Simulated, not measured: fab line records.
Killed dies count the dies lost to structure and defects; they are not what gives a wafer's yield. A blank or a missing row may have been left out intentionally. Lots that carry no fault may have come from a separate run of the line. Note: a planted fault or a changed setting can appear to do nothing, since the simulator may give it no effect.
A struck lot beside a sound one    flow n5Finfet    41 out of 1938 route steps
Sound: wafers L710.2, L710.3, L710.6. Wafers struck: L716.2, L716.3, L716.4. At the end, the cause is stated.
Per side, at each step with rows, come the tool, then ch with its chambers, and then its first start. Under that, the readings that differ: sound wafers    struck wafers    difference of the means    sigmas: that difference in standard deviations of wafers without a fault.
alike: words and numbers the same on both sides, and readings whose means are apart by under 2 such deviations; not compared: readings that were withheld, readings missing a value for some wafer, numbers with overlapping values and no deviation given by the record, and bounds like >300 which may hide the same value.
A row with sigmas, a row that says differs or no value, or rows on one side alone: a step with any of these is where the two part. Numbers that don't overlap but have no deviation are shown without sigmas and don't part them. A reading missing from all wafers of one side parts the sides only when that side holds two or more wafers.

first, 11 steps without rows for these wafers: N5_BEOL_M0_SAQP_RECESS_114 (chemistry HF/NH3, target SiO2, target depth 14.4 nm, afs cycles 3, sublimation time 60 s); N5_BEOL_M0_SAQP_SPACER1_ALD_98 (deposits SiO2, target thk 12.8 nm, pulse time 1 s, purge time 2 s); N5_BEOL_M0_SAQP_SPACER1_ETCHBACK_99 (etches SiO2 in CHF3/O2, target depth 15.4 nm, time 7.7 s); N5_BEOL_M0_SAQP_MANDREL1_REMOVE_100 (chemistry HBr/Cl2/O2, target a-Si, stops on SiNx, bt time 10 s); N5_BEOL_M0_SAQP_ETCH_101 (etches SiNx in CH3F/O2, target depth 29.9 nm, time 42.7 s); N5_BEOL_M0_SAQP_ETCH_102 (etches SiO2 in CF4, target depth 4 nm, time 4.4 s); N5_BEOL_M0_SAQP_MANDREL_ETCH_103 (etches a-Si in HBr/Cl2, stops on SiCN, target depth 45 nm, bt time 10 s, time 27 s); N5_BEOL_M0_SAQP_RECESS_104 (chemistry HF/NH3, target SiO2, target depth 18 nm, afs cycles 3, sublimation time 60 s); N5_BEOL_M0_SAQP_COAT_105 (time 60 s, resist thk 100 nm); N5_BEOL_M0_SAQP_ETCH_106 (etches SOC in N2/H2, stops on SiNx, target depth 150 nm); N5_BEOL_M0_SAQP_ETCH_107 (etches SiNx in CH3F/O2, target depth 30 nm).
N5_BEOL_M0_SAQP_STRIP_108: strips in N2/H2.
  sound on rieDiel-01 ch 1,2, day 7 07:10; struck on rieDiel-01 ch 1,2,3, day 9 02:15
  alike: drypumpMotorCurrentA, oesProductAu, rfVppV, showerheadPlenumPTorr, throttleValvePct
  not compared: rfHoursCounterH
then, 13 steps without rows for these wafers: N5_BEOL_M0_SAQP_RECESS_109 (chemistry HF/NH3, target SiO2, target depth 3 nm, afs cycles 1, sublimation time 60 s); N5_BEOL_M0_SAQP_SPACER2_ALD_26 (deposits SiO2, target thk 15 nm, pulse time 1 s, purge time 2 s); N5_BEOL_M0_SAQP_SPACER2_ETCHBACK_27 (etches SiO2 in CHF3/O2, target depth 22.5 nm, time 11.25 s); N5_BEOL_M0_SAQP_MANDREL2_REMOVE_110 (chemistry HBr/Cl2/O2, target a-Si, stops on SiCN, bt time 10 s); N5_BEOL_M0_SAQP_COAT_69 (time 60 s, resist thk 90 nm); N5_BEOL_M0_SAQP_COAT_72 (time 60 s, resist thk 15 nm); N5_BEOL_M0_SAQP_COAT_87 (time 60 s, resist thk 5 nm); N5_BEOL_M0_SAQP_COAT_34 (resist thk 30 nm); N5_BEOL_M0_SAQP_EBR_36; N5_BEOL_M0_SAQP_SOFTBAKE_35 (time 60 s); N5_BEOL_M0_SAQP_EXPOSE_37 (exposes mask M0 CUT1, target cd 30 nm); N5_BEOL_M0_SAQP_PEB_38 (peb time 60 s); N5_BEOL_M0_SAQP_DEVELOP_39 (develop time 30 s).
N5_BEOL_M0_SAQP_INSPECT_42: inspects for defects (brightfield).
  struck on defectInspect-01, day 9 03:36; sound on defectInspect-01, day 7 09:00
reading         sound        struck          difference  sigmas
rawDefectCount  232 262 237  1220 1078 1102  +890        +11
then, 12 steps without rows for these wafers: N5_BEOL_M0_SAQP_DESCUM_45 (chemistry O2, time 7 s); N5_BEOL_M0_SAQP_ETCH_88 (etches underlayer in N2/H2, target depth 6.5 nm, time 5.2 s); N5_BEOL_M0_SAQP_ETCH_73 (etches SiARC in CF4, target depth 19.5 nm, time 32.5 s); N5_BEOL_M0_SAQP_CUT_ETCH_46 (etches SOC in N2/H2, target depth 135 nm, overetch 27 nm, time 202.5 s); N5_BEOL_M0_SAQP_STRIP_74 (strips in N2/H2); N5_BEOL_M0_SAQP_STRIP_89 (strips in N2/H2); N5_BEOL_M0_SAQP_ALD_48 (deposits SiO2, target thk 20 nm, pulse time 1 s, co reactant pulse time 1 s); N5_BEOL_M0_SAQP_ETCH_49 (etches SiO2 in CF4/O2, target depth 37 nm); N5_BEOL_M0_SAQP_STRIP_75 (strips in CF4); N5_BEOL_M0_CUTY_COAT_50 (time 60 s, resist thk 15 nm); N5_BEOL_M0_CUTY_COAT_51 (resist thk 150 nm); N5_BEOL_M0_CUTY_EBR_52.
N5_BEOL_M0_CUTY_INSPECT_59: inspects for defects (macro).
  struck on defectInspect-02, day 9 06:04; sound on defectInspect-02, day 7 10:24
reading         sound  struck          difference  sigmas
rawDefectCount  1 2 0  >300 >300 >300  differs     
-- record jumps: 2 days separate the struck wafers' starts on either side; left off in module BEOL_M0_CUTY, taken up again in module BEOL_M4, whose first shown step is the route's number 1111 --
N5_BEOL_M4_RC_MEAS_101:
  sound on prober-02 ch 0, day 9 13:32; struck on prober-01 ch 0, day 11 11:01
  alike: DIBL_N, DIBL_P, IOFF_N, IOFF_P, ION_N, ION_P, SS_N, SS_P, VT_N, VT_P
-- a jump in the record: the struck wafers' starts before and after are 4 days apart (it breaks off in module BEOL_M4 and resumes in module PASSIVATION, where the first step shown is number 1936 of the route) --
N5_PASSIVATION_PROBE_49:
  record: rows for the struck wafers here (prober-01, day 15 19:34), none for the sound ones

## WHERE THEY PART
Earliest at N5_BEOL_M0_SAQP_INSPECT_42; latest, in this record, at N5_PASSIVATION_PROBE_49.

WHY: what the simulator had put in
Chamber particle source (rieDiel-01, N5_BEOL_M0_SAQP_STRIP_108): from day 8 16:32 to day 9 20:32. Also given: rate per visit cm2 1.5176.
